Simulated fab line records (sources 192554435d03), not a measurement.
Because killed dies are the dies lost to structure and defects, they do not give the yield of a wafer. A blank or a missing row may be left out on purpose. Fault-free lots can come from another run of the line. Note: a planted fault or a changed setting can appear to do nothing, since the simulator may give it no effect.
Which tool did it? | flow n5 finfet | 24 lots with 72 wafers sampled at 6 steps, on a route of 1938 steps

WHAT THE GAUGES READ, wafer by wafer
N5_BEOL_M10_OVL_MEAS_29. Usual: for V9_OVL the level is -0.7 nm and the standard deviation is 0.7.
lot  | measured     | on         | V9_OVL (nm)    | flag
L074 | day 9 10:16  | overlay-02 | -0.8 -1.4 -1.8 |
L075 | day 10 03:47 | overlay-02 | 0.9 -0.2 0.4   |
L077 | day 10 14:55 | overlay-01 | -1.3 0.0 -0.4  |
L076 | day 10 15:19 | overlay-02 | -0.6 -0.9 -0.1 |
L078 | day 11 07:34 | overlay-01 | -1.1 -1.0 -1.8 |
L080 | day 11 07:44 | overlay-02 | -0.4 -0.8 -1.1 |
L079 | day 11 11:06 | overlay-01 | -2.8 -2.4 -2.1 |
L081 | day 11 11:16 | overlay-02 | -1.6 -0.7 -1.3 |
L082 | day 12 06:52 | overlay-02 | -0.8 -1.0 -1.8 |
L083 | day 12 11:34 | overlay-02 | -0.9 -1.2 -1.1 |
L085 | day 12 14:26 | overlay-01 | -0.2 -0.1 0.6  |
L084 | day 12 14:17 | overlay-02 | 0.5 -1.0 -0.2  |
L087 | day 12 17:40 | overlay-02 | 0.5 -0.7 -0.2  |
L086 | day 12 21:53 | overlay-02 | 0.5 0.3 -0.3   |
L088 | day 13 16:31 | overlay-02 | -1.0 -0.3 -1.5 |
L089 | day 13 19:50 | overlay-02 | -1.2 -0.8 0.3  |
L090 | day 14 00:37 | overlay-01 | -0.4 -0.7 -0.6 |
L091 | day 14 17:47 | overlay-01 | -0.1 0.1 0.1   |
L092 | day 15 02:46 | overlay-02 | -1.4 -1.2 -1.1 |
L095 | day 15 10:22 | overlay-01 | -0.9 -1.3 -1.1 |
L097 | day 15 10:34 | overlay-01 | -1.0 -1.1 0.1  |
L093 | day 15 12:32 | overlay-02 | -1.0 -0.8 -0.8 |
L094 | day 15 14:58 | overlay-01 | -1.3 -0.7 -0.1 |
L096 | day 16 03:41 | overlay-02 | -1.4 -0.9 -0.2 |

N5_BEOL_M11_CD_MEAS_35: target cd 70 nm. Usual: 69.9 nm for cd nm, sd 0.46.
lot  | measured     | on        | cd nm (nm)     | flag
L074 | day 9 17:52  | cd sem-02 | 69.8 70.8 70.8 |
L075 | day 10 11:46 | cd sem-01 | 70.0 69.7 69.8 |
L077 | day 10 23:28 | cd sem-03 | 69.8 68.8 69.7 |
L076 | day 11 01:12 | cd sem-03 | 70.5 71.1 71.1 |
L078 | day 11 16:45 | cd sem-03 | 70.0 69.0 69.9 |
L080 | day 11 16:50 | cd sem-02 | 69.9 70.3 70.4 |
L079 | day 11 17:19 | cd sem-01 | 69.5 69.8 69.3 |
L081 | day 11 20:13 | cd sem-01 | 70.5 69.4 70.2 |
L082 | day 12 14:59 | cd sem-01 | 70.1 70.6 70.5 |
L083 | day 12 22:28 | cd sem-02 | 69.9 70.2 70.5 |
L085 | day 13 02:20 | cd sem-01 | 70.5 70.8 70.4 |
L084 | day 13 00:07 | cd sem-01 | 69.7 69.7 69.6 |
L087 | day 13 05:15 | cd sem-02 | 69.4 69.6 69.7 |
L086 | day 13 04:56 | cd sem-02 | 70.9 70.2 69.7 |
L088 | day 14 03:35 | cd sem-01 | 70.4 70.3 69.7 |
L089 | day 14 04:16 | cd sem-01 | 70.6 70.1 70.7 |
L090 | day 14 11:02 | cd sem-02 | 70.0 69.6 69.7 |
L091 | day 15 00:41 | cd sem-01 | 70.3 70.1 69.8 |
L092 | day 15 11:06 | cd sem-02 | 70.4 70.1 69.8 |
L095 | day 15 19:52 | cd sem-03 | 69.8 70.0 69.4 |
L097 | day 15 20:11 | cd sem-01 | 69.1 69.6 68.8 |
L093 | day 16 00:34 | cd sem-01 | 70.4 70.1 69.6 |
L094 | day 16 00:23 | cd sem-03 | 70.0 69.9 69.7 |
L096 | day 16 13:12 | cd sem-03 | 69.5 69.4 69.3 |

N5_BEOL_M13_INSPECT_12: inspects for defects (macro). Usual: 2.0 for raw defect count, sd 1.4.
lot  | measured     | on                | raw defect count | flag
L074 | day 10 05:25 | defect inspect-01 | 1 0 2            |
L075 | day 10 22:04 | defect inspect-01 | 1 0 4            |
L077 | day 11 07:56 | defect inspect-02 | 3 0 3            |
L076 | day 11 10:52 | defect inspect-02 | 3 3 6            |
L078 | day 12 01:01 | defect inspect-01 | 1 2 3            |
L080 | day 12 06:48 | defect inspect-01 | 1 6 1            |
L079 | day 12 07:24 | defect inspect-02 | 2 0 3            |
L081 | day 12 07:40 | defect inspect-02 | 0 1 5            |
L082 | day 13 00:43 | defect inspect-02 | 1 1 0            |
L083 | day 13 07:10 | defect inspect-01 | 4 2 1            |
L085 | day 13 12:59 | defect inspect-02 | 2 3 5            |
L084 | day 13 08:22 | defect inspect-02 | 2 2 2            |
L087 | day 13 18:59 | defect inspect-01 | 0 1 1            |
L086 | day 13 13:16 | defect inspect-01 | 3 1 2            |
L088 | day 14 15:30 | defect inspect-01 | 2 2 2            |
L089 | day 14 15:07 | defect inspect-02 | 4 1 1            |
L090 | day 14 18:32 | defect inspect-02 | 1 1 1            |
L091 | day 15 12:36 | defect inspect-01 | 0 2 2            |
L092 | day 15 19:16 | defect inspect-01 | 1 3 1            |
L095 | day 16 03:08 | defect inspect-01 | 1 3 2            |
L097 | day 16 03:11 | defect inspect-02 | 5 2 2            |
L093 | day 16 09:49 | defect inspect-01 | 0 3 1            |
L094 | day 16 08:34 | defect inspect-01 | 3 1 2            |
L096 | day 16 23:12 | defect inspect-02 | 4 1 0            |

TOOL THAT RAN EACH LOT (tool first, then ch and the chambers of the sampled wafers, then the start)
lot  | N5_BEOL_M10_STRIP_19               | N5_BEOL_M11_ETCH_65                | N5_BEOL_M12_ETCH_67
L074 | rie diel-05 ch 1,2,3, day 9 08:49  | rie diel-06 ch 0,2,3, day 9 17:14  | rie diel-03 ch 0,1,3, day 9 23:20
L075 | rie diel-03 ch 1,3, day 10 03:15   | rie diel-01 ch 1,2, day 10 11:10   | rie diel-03 ch 1,3, day 10 16:25
L077 | rie diel-04 ch 1,2,3, day 10 13:41 | rie diel-06 ch 0,3, day 10 22:51   | rie diel-03 ch 1,2,3, day 11 04:50
L076 | rie diel-04 ch 0,1,3, day 10 14:47 | rie diel-06 ch 1,2, day 11 00:35   | rie diel-03 ch 1,2,3, day 11 05:22
L078 | rie diel-03 ch 2,3, day 11 06:34   | rie diel-06 ch 0,1, day 11 16:08   | rie diel-04 ch 0,1,2, day 11 20:55
L080 | rie diel-04 ch 1,2,3, day 11 06:43 | rie diel-01 ch 0,2,3, day 11 16:14 | rie diel-05 ch 2,3, day 11 21:13
L079 | rie diel-05 ch 0,2, day 11 10:13   | rie diel-01 ch 0,3, day 11 16:42   | rie diel-04 ch 1,2, day 11 22:29
L081 | rie diel-03 ch 0,3, day 11 10:32   | rie diel-02 ch 0,1,3, day 11 19:37 | rie diel-05 ch 1,2, day 12 00:41
L082 | rie diel-03 ch 1,2, day 12 04:35   | rie diel-02 ch 0,1,3, day 12 14:22 | rie diel-03 ch 0,1,2, day 12 20:32
L083 | rie diel-04 ch 2,3, day 12 09:05   | rie diel-01 ch 0,1, day 12 21:52   | rie diel-03 ch 0,2,3, day 13 02:33
L085 | rie diel-04 ch 2,3, day 12 13:04   | rie diel-02 ch 1,2,3, day 13 01:43 | rie diel-05 ch 0,1, day 13 07:50
L084 | rie diel-04 ch 0,1,3, day 12 13:26 | rie diel-02 ch 1,2,3, day 12 23:32 | rie diel-03 ch 2,3, day 13 04:37
L087 | rie diel-05 ch 0,1,2, day 12 16:25 | rie diel-01 ch 1,2,3, day 13 04:38 | rie diel-03 ch 0,1,3, day 13 13:47
L086 | rie diel-03 ch 0,1,3, day 12 19:01 | rie diel-02 ch 1,3, day 13 04:20   | rie diel-04 ch 0,1,3, day 13 09:13
L088 | rie diel-04 ch 0,1, day 13 15:47   | rie diel-02 ch 2,3, day 14 02:59   | rie diel-04 ch 1,2, day 14 07:26
L089 | rie diel-03 ch 0,2, day 13 17:56   | rie diel-02 ch 1,3, day 14 03:39   | rie diel-05 ch 0,1,3, day 14 08:58
L090 | rie diel-04 ch 1,2,3, day 13 22:32 | rie diel-06 ch 0,3, day 14 10:25   | rie diel-03 ch 1,2,3, day 14 15:28
L091 | rie diel-03 ch 0,1,2, day 14 16:19 | rie diel-01 ch 0,1,2, day 15 00:04 | rie diel-05 ch 0,1,3, day 15 06:30
L092 | rie diel-04 ch 1,2,3, day 15 01:20 | rie diel-06 ch 1,2,3, day 15 10:29 | rie diel-05 ch 0,1,3, day 15 14:46
L095 | rie diel-05 ch 0,1,2, day 15 08:27 | rie diel-02 ch 0,1,3, day 15 19:16 | rie diel-05 ch 0,3, day 15 23:52
L097 | rie diel-03 ch 0,1,2, day 15 09:02 | rie diel-01 ch 1,3, day 15 19:34   | rie diel-04 ch 0,1,2, day 16 00:02
L093 | rie diel-05 ch 0,3, day 15 12:05   | rie diel-02 ch 0,2,3, day 15 23:56 | rie diel-04 ch 0,1,3, day 16 05:40
L094 | rie diel-04 ch 0,2,3, day 15 14:25 | rie diel-01 ch 2,3, day 15 23:46   | rie diel-03 ch 1,2,3, day 16 04:59
L096 | rie diel-03 ch 0,1,2, day 16 01:56 | rie diel-06 ch 1,2,3, day 16 12:35 | rie diel-03 ch 1,2,3, day 16 19:01
- N5_BEOL_M10_STRIP_19: strips in O2.
- N5_BEOL_M11_ETCH_65: etches SiARC in CF4, target depth 39 nm, time 65 s.
- N5_BEOL_M12_ETCH_67: etches SiARC in CF4, target depth 143 nm, time 238.3 s.

AS READ BY THE TOOLS THEMSELVES (means over the sampled wafers that have a number; for cases with no such wafer, the mark the record gives instead)
N5_BEOL_M10_STRIP_19. Usual: drypump motor current A 5.9 A, standard deviation 0.35; oes product au 0.79 a.u., standard deviation 0.098; rf vpp V 3.7 V, standard deviation 0.62; showerhead plenum p Torr 2.11 Torr, standard deviation 0.066; throttle valve pct 16.72 %, standard deviation 0.27.
lot  | tool        | drypump motor current A (A) | oes product au (a.u.) | rf vpp V (V) | showerhead plenum p Torr (Torr) | throttle valve pct (%) | flag
L074 | rie diel-05 | 5.6                         | 0.80                  | 3.8          | 2.12                            | 16.64                  |
L075 | rie diel-03 | 5.4                         | 0.73                  | 3.1          | 2.03                            | 16.58                  |
L077 | rie diel-04 | 6.3                         | 0.82                  | 4.2          | 2.10                            | 16.87                  |
L076 | rie diel-04 | 6.3                         | 0.80                  | 3.8          | 2.13                            | 16.82                  |
L078 | rie diel-03 | 5.6                         | 0.76                  | 3.5          | 2.13                            | 16.86                  |
L080 | rie diel-04 | 6.2                         | 0.80                  | 3.9          | 2.10                            | 16.87                  |
L079 | rie diel-05 | 5.6                         | 0.83                  | 3.7          | 2.19                            | 16.44                  |
L081 | rie diel-03 | 5.6                         | 0.92                  | 3.2          | 2.13                            | 16.75                  |
L082 | rie diel-03 | 5.7                         | 0.81                  | 3.9          | 2.14                            | 16.40                  |
L083 | rie diel-04 | 6.1                         | 0.72                  | 3.8          | 2.07                            | 17.04                  |
L085 | rie diel-04 | 6.1                         | 0.72                  | 3.5          | 2.07                            | 17.05                  |
L084 | rie diel-04 | 6.3                         | 0.87                  | 3.4          | 2.12                            | 16.69                  |
L087 | rie diel-05 | 5.6                         | 0.77                  | 3.5          | 2.16                            | 16.62                  |
L086 | rie diel-03 | 5.6                         | 0.79                  | 3.6          | 2.07                            | 16.69                  |
L088 | rie diel-04 | 6.4                         | 0.91                  | 3.1          | 2.15                            | 16.58                  |
L089 | rie diel-03 | 5.7                         | 0.90                  | 4.0          | 2.17                            | 16.55                  |
L090 | rie diel-04 | 6.3                         | 0.77                  | 3.4          | 2.09                            | 16.91                  |
L091 | rie diel-03 | 5.6                         | 0.81                  | 4.1          | 2.11                            | 16.49                  |
L092 | rie diel-04 | 6.3                         | 0.76                  | 3.8          | 2.09                            | 16.93                  |
L095 | rie diel-05 | 5.5                         | 0.75                  | 3.7          | 2.16                            | 16.65                  |
L097 | rie diel-03 | 5.6                         | 0.80                  | 3.4          | 2.11                            | 16.51                  |
L093 | rie diel-05 | 5.7                         | 0.78                  | 3.9          | 2.09                            | 16.59                  |
L094 | rie diel-04 | 6.2                         | 0.78                  | 3.9          | 2.09                            | 16.88                  |
L096 | rie diel-03 | 5.6                         | 0.79                  | 4.0          | 2.11                            | 16.52                  |

N5_BEOL_M11_ETCH_65. Usual: drypump motor current A 5.7 A, standard deviation 0.49; etch rf on time s 65.0 s, standard deviation 1.1; oes product au 0.69 a.u., standard deviation 0.078; rf vpp V 183.8 V, standard deviation 1.2; showerhead plenum p Torr 2.12 Torr, standard deviation 0.062; throttle valve pct 15.49 %, standard deviation 0.17.
lot  | tool        | drypump motor current A (A) | etch rf on time s (s) | oes product au (a.u.) | rf vpp V (V) | showerhead plenum p Torr (Torr) | throttle valve pct (%) | flag
L074 | rie diel-06 | 5.8                         | 64.9                  | 0.70                  | 183.7        | 2.10                            | 15.35                  |
L075 | rie diel-01 | 5.4                         | 64.8                  | 0.65                  | 183.2        | 2.06                            | 15.37                  |
L077 | rie diel-06 | 5.8                         | 63.5                  | 0.76                  | 183.8        | 2.09                            | 15.32                  |
L076 | rie diel-06 | 6.3                         | 67.2                  | 0.67                  | 184.8        | 2.20                            | 15.53                  |
L078 | rie diel-06 | 6.1                         | 64.4                  | 0.75                  | 183.8        | 2.14                            | 15.41                  |
L080 | rie diel-01 | 5.1                         | 65.3                  | 0.66                  | 185.0        | 2.12                            | 15.54                  |
L079 | rie diel-01 | 5.1                         | 65.9                  | 0.66                  | 184.0        | 2.11                            | 15.56                  |
L081 | rie diel-02 | 5.8                         | 64.8                  | 0.65                  | 183.5        | 2.13                            | 15.64                  |
L082 | rie diel-02 | 5.9                         | 65.3                  | 0.65                  | 183.9        | 2.13                            | 15.64                  |
L083 | rie diel-01 | 5.8                         | 66.7                  | 0.61                  | 183.3        | 2.10                            | 15.55                  |
L085 | rie diel-02 | 5.9                         | 64.9                  | 0.70                  | 183.9        | 2.12                            | 15.59                  |
L084 | rie diel-02 | 5.9                         | 64.7                  | 0.70                  | 184.2        | 2.12                            | 15.57                  |
L087 | rie diel-01 | 5.2                         | 65.1                  | 0.65                  | 183.3        | 2.06                            | 15.43                  |
L086 | rie diel-02 | 5.8                         | 64.3                  | 0.70                  | 183.7        | 2.12                            | 15.55                  |
L088 | rie diel-02 | 5.7                         | 66.8                  | 0.62                  | 183.9        | 2.16                            | 15.67                  |
L089 | rie diel-02 | 5.9                         | 64.5                  | 0.69                  | 183.1        | 2.12                            | 15.56                  |
L090 | rie diel-06 | 5.8                         | 63.4                  | 0.73                  | 184.2        | 2.08                            | 15.36                  |
L091 | rie diel-01 | 5.5                         | 65.7                  | 0.62                  | 183.8        | 2.11                            | 15.57                  |
L092 | rie diel-06 | 6.0                         | 65.1                  | 0.72                  | 183.6        | 2.14                            | 15.35                  |
L095 | rie diel-02 | 5.8                         | 64.3                  | 0.79                  | 183.5        | 2.12                            | 15.36                  |
L097 | rie diel-01 | 5.1                         | 65.7                  | 0.63                  | 182.7        | 2.05                            | 15.48                  |
L093 | rie diel-02 | 5.8                         | 64.3                  | 0.78                  | 183.3        | 2.12                            | 15.40                  |
L094 | rie diel-01 | 4.9                         | 64.4                  | 0.65                  | 183.0        | 2.06                            | 15.46                  |
L096 | rie diel-06 | 6.1                         | 65.1                  | 0.71                  | 183.1        | 2.14                            | 15.36                  |

N5_BEOL_M12_ETCH_67. Usual: drypump motor current A 5.8 A, standard deviation 0.32; etch rf on time s 237 s, standard deviation 4.1; oes product au 0.67 a.u., standard deviation 0.075; rf vpp V 184.2 V, standard deviation 1.1; showerhead plenum p Torr 2.15 Torr, standard deviation 0.068; throttle valve pct 15.62 %, standard deviation 0.28.
lot  | tool        | drypump motor current A (A) | etch rf on time s (s) | oes product au (a.u.) | rf vpp V (V) | showerhead plenum p Torr (Torr) | throttle valve pct (%) | flag
L074 | rie diel-03 | 5.5                         | 243                   | 0.60                  | 184.5        | 2.12                            | 15.72                  |
L075 | rie diel-03 | 5.5                         | 238                   | 0.62                  | 183.5        | 2.10                            | 15.74                  |
L077 | rie diel-03 | 5.6                         | 239                   | 0.65                  | 183.7        | 2.14                            | 15.53                  |
L076 | rie diel-03 | 5.6                         | 240                   | 0.65                  | 184.0        | 2.14                            | 15.54                  |
L078 | rie diel-04 | 6.3                         | 238                   | 0.75                  | 184.3        | 2.17                            | 15.63                  |
L080 | rie diel-05 | 5.6                         | 237                   | 0.69                  | 184.4        | 2.13                            | 15.53                  |
L079 | rie diel-04 | 6.4                         | 235                   | 0.74                  | 184.7        | 2.17                            | 15.71                  |
L081 | rie diel-05 | 5.5                         | 238                   | 0.66                  | 184.7        | 2.17                            | 15.62                  |
L082 | rie diel-03 | 5.6                         | 238                   | 0.71                  | 183.3        | 2.16                            | 15.37                  |
L083 | rie diel-03 | 5.6                         | 237                   | 0.71                  | 185.1        | 2.19                            | 15.62                  |
L085 | rie diel-05 | 5.6                         | 237                   | 0.65                  | 185.2        | 2.24                            | 15.51                  |
L084 | rie diel-03 | 5.6                         | 240                   | 0.63                  | 184.3        | 2.16                            | 15.80                  |
L087 | rie diel-03 | 5.6                         | 236                   | 0.68                  | 184.0        | 2.11                            | 15.61                  |
L086 | rie diel-04 | 6.4                         | 239                   | 0.73                  | 183.8        | 2.17                            | 15.63                  |
L088 | rie diel-04 | 6.2                         | 238                   | 0.66                  | 184.1        | 2.14                            | 15.91                  |
L089 | rie diel-05 | 5.7                         | 235                   | 0.65                  | 184.6        | 2.17                            | 15.59                  |
L090 | rie diel-03 | 5.6                         | 234                   | 0.64                  | 183.9        | 2.13                            | 15.59                  |
L091 | rie diel-05 | 5.7                         | 237                   | 0.64                  | 184.2        | 2.17                            | 15.60                  |
L092 | rie diel-05 | 5.6                         | 234                   | 0.64                  | 185.1        | 2.17                            | 15.61                  |
L095 | rie diel-05 | 5.7                         | 232                   | 0.67                  | 183.9        | 2.13                            | 15.53                  |
L097 | rie diel-04 | 6.3                         | 238                   | 0.71                  | 184.6        | 2.16                            | 15.69                  |
L093 | rie diel-04 | 6.3                         | 237                   | 0.71                  | 185.3        | 2.16                            | 15.67                  |
L094 | rie diel-03 | 5.6                         | 238                   | 0.62                  | 184.9        | 2.13                            | 15.61                  |
L096 | rie diel-03 | 5.6                         | 238                   | 0.62                  | 183.9        | 2.12                            | 15.62                  |

THE ANSWER, worked out from the rows above alone
Rule: lot off if the mean of its wafers having a number is beyond 3 standard deviations from the usual mean. Also off: a lot with no number at a reading for which 4 or more lots have one. Any other lot the step has rows for is counted as sound. First the gauges in route order, then the tools' own readings, where a lot's mean is used as printed above. At the first step where some lot is off, the reading lying furthest off is the one used; lots without a number count as furthest.
None of the lots is off at any reading shown; this tells nothing.

WHAT HAD BEEN PUT IN BY THE SIMULATOR
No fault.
